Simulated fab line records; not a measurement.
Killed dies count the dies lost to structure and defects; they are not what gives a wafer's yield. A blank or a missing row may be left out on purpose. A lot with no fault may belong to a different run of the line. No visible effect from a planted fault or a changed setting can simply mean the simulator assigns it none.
Chamber matching || flow n5Finfet || 4 sister chambers for N5_BEOL_M8_DESCUM_33 on rieDiel-06
The step chemistry O2, time 7 s. 14 wafers are shown with their chamber, then 7 later ones without.

WAFERS, EACH WITH ITS CHAMBER
{"wafer": "L079.1", "chamber": 1, "showerheadPlenumPTorr (Torr)": 2.22, "throttleValvePct (%)": 20.58, "rfVppV (V)": 246.3}
{"wafer": "L079.4", "chamber": 2, "showerheadPlenumPTorr (Torr)": 2.00, "throttleValvePct (%)": 20.87, "rfVppV (V)": 240.9}
{"wafer": "L079.6", "chamber": 0, "showerheadPlenumPTorr (Torr)": 2.07, "throttleValvePct (%)": 20.90, "rfVppV (V)": 242.8}
{"wafer": "L077.1", "chamber": 0, "showerheadPlenumPTorr (Torr)": 2.07, "throttleValvePct (%)": 20.90, "rfVppV (V)": 243.5}
{"wafer": "L077.3", "chamber": 1, "showerheadPlenumPTorr (Torr)": 2.22, "throttleValvePct (%)": 20.58, "rfVppV (V)": 244.5}
{"wafer": "L077.6", "chamber": 2, "showerheadPlenumPTorr (Torr)": 2.00, "throttleValvePct (%)": 20.87, "rfVppV (V)": 241.1}
{"wafer": "L080.1", "chamber": 1, "showerheadPlenumPTorr (Torr)": 2.22, "throttleValvePct (%)": 20.57, "rfVppV (V)": 246.3}
{"wafer": "L080.3", "chamber": 0, "showerheadPlenumPTorr (Torr)": 2.07, "throttleValvePct (%)": 20.87, "rfVppV (V)": 243.6}
{"wafer": "L080.5", "chamber": 3, "showerheadPlenumPTorr (Torr)": 2.21, "throttleValvePct (%)": 20.26, "rfVppV (V)": 245.0}
{"wafer": "L088.1", "chamber": 0, "showerheadPlenumPTorr (Torr)": 2.06, "throttleValvePct (%)": 20.53, "rfVppV (V)": 243.1}
{"wafer": "L088.4", "chamber": 2, "showerheadPlenumPTorr (Torr)": 1.99, "throttleValvePct (%)": 20.89, "rfVppV (V)": 241.3}
{"wafer": "L088.6", "chamber": 1, "showerheadPlenumPTorr (Torr)": 2.21, "throttleValvePct (%)": 20.60, "rfVppV (V)": 245.6}
{"wafer": "L089.2", "chamber": 2, "showerheadPlenumPTorr (Torr)": 1.99, "throttleValvePct (%)": 20.92, "rfVppV (V)": 242.0}
{"wafer": "L089.3", "chamber": 1, "showerheadPlenumPTorr (Torr)": 2.21, "throttleValvePct (%)": 20.62, "rfVppV (V)": 245.4}

SIGNATURES, as means of the wafers listed above
{"reading": "showerheadPlenumPTorr", "chamber 0": 2.0675, "chamber 1": 2.2160, "chamber 2": 1.9950, "chamber 3": 2.2100, "scatter within a chamber": 0.00543}
{"reading": "throttleValvePct", "chamber 0": 20.8000, "chamber 1": 20.5900, "chamber 2": 20.8875, "chamber 3": 20.2600, "scatter within a chamber": 0.101}
{"reading": "rfVppV", "chamber 0": 243.250, "chamber 1": 245.620, "chamber 2": 241.325, "chamber 3": 245.000, "scatter within a chamber": 0.577}
Rule: a wafer lies at a distance from a chamber equal to the root of the sum of squares, over the readings, of (its reading less the chamber's mean, divided by the reading's scatter). If the next closest chamber is less than 2 further off than the closest, the wafer can't be placed; otherwise it belongs to the closest. The scatter is the square root of a quotient: the sum, over the shown wafers, of each reading's squared deviation from its chamber's mean, divided by wafers minus chambers.

WAFERS WITH NO CHAMBER GIVEN
{"wafer": "L089.5", "showerheadPlenumPTorr (Torr)": 2.20, "throttleValvePct (%)": 20.29, "rfVppV (V)": 244.7}
{"wafer": "L092.2", "showerheadPlenumPTorr (Torr)": 1.99, "throttleValvePct (%)": 20.92, "rfVppV (V)": 240.6}
{"wafer": "L092.3", "showerheadPlenumPTorr (Torr)": 2.20, "throttleValvePct (%)": 20.62, "rfVppV (V)": 243.4}
{"wafer": "L092.5", "showerheadPlenumPTorr (Torr)": 1.99, "throttleValvePct (%)": 20.92, "rfVppV (V)": 241.1}
{"wafer": "L093.1", "showerheadPlenumPTorr (Torr)": 2.20, "throttleValvePct (%)": 20.63, "rfVppV (V)": 245.5}
{"wafer": "L093.4", "showerheadPlenumPTorr (Torr)": 1.99, "throttleValvePct (%)": 20.93, "rfVppV (V)": 241.8}
{"wafer": "L093.6", "showerheadPlenumPTorr (Torr)": 2.06, "throttleValvePct (%)": 20.55, "rfVppV (V)": 241.7}

EACH ONE'S CHAMBER
{"wafer": "L089.5", "from the rows above": 3, "in truth": 3}
{"wafer": "L092.2", "from the rows above": 2, "in truth": 2}
{"wafer": "L092.3", "from the rows above": "can't be placed: 1 or 3", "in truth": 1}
{"wafer": "L092.5", "from the rows above": 2, "in truth": 2}
{"wafer": "L093.1", "from the rows above": "can't be placed: 1 or 3", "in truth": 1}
{"wafer": "L093.4", "from the rows above": 2, "in truth": 2}
{"wafer": "L093.6", "from the rows above": 0, "in truth": 0}
5 of 7 placed correctly. From these rows, 2 cannot be placed; in 2 the true chamber is one of the candidates. Placed wrongly: 0.
